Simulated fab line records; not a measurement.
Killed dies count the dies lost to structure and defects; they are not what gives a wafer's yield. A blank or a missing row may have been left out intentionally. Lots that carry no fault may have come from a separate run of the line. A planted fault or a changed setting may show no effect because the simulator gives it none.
2 desks looking at one fault -- flow n5-finfet -- what lay behind the numbers comes last; until then each desk has only its own

## FOR THE TOOL OWNER'S DESK: ald-sin-01
The tool's own readings at N5_DUMMY_GATE_ALD_02 (deposits SiO2, target thk 2 nm, pulse time 1 s): means of the sampled wafers that have a number, for each lot that ran on this tool. Any lot whose mean is over 4 standard deviations away from the usual mean is out of limits and marked OUT; that distance is given in the brackets.
Columns: A = heater-power-outer-w at N5_DUMMY_GATE_ALD_02, usual 278 W; B = heater-power-w at N5_DUMMY_GATE_ALD_02, usual 492 W; C = precursor-pulse-height-rel at N5_DUMMY_GATE_ALD_02, usual 1.000
lot,first seen here,A,B,C
L721,day 2 20:44,272,480,1.011
L731,day 5 08:38,297,509,0.991
L732,day 5 13:23,286,487,1.004
This desk found nothing out of limits on any of the 3 lots.

## THE METROLOGY DESK
Means of the sampled wafers that have a number, per lot and without regard to the tool the lot ran on: this is what the gauges read. Any lot whose mean is over 4 standard deviations away from the usual mean is out of limits and marked OUT; that distance is given in the brackets. Shown here are 7 of its 10 readings, the ones lying furthest out on some lot.
Columns: A = DIBL_N at N5_BEOL_M4_RC_MEAS_101, usual 35.8 mV/V; B = IOFF_P at N5_BEOL_M4_RC_MEAS_101, usual 0.204 nA/um; C = ION_N at N5_BEOL_M4_RC_MEAS_101, usual 672 uA/um; D = ION_P at N5_BEOL_M4_RC_MEAS_101, usual 461 uA/um; E = SS_N at N5_BEOL_M4_RC_MEAS_101, usual 71.5 mV/dec; F = VT_N at N5_BEOL_M4_RC_MEAS_101, usual 250.0 mV; G = VT_P at N5_BEOL_M4_RC_MEAS_101, usual -250.6 mV
lot,first seen here,A,B,C,D,E,F,G
L721,day 9 00:08,34.5,0.177,680,459,72.3,251.4,-254.3
L732,day 11 01:11,35.8,0.174,654,450,71.5,253.2,-254.6
L731,day 11 23:22,35.0,0.193,669,459,71.5,250.9,-251.1
L743,day 13 21:26,35.6,0.212,673,465,71.3,249.8,-249.5
This desk found nothing out of limits on any of the 4 lots.

## PUT TOGETHER
The tool owner's desk saw nothing out of limits.
At the metrology desk, nothing out of limits was observed.

## WHAT THE SIMULATOR PUT IN
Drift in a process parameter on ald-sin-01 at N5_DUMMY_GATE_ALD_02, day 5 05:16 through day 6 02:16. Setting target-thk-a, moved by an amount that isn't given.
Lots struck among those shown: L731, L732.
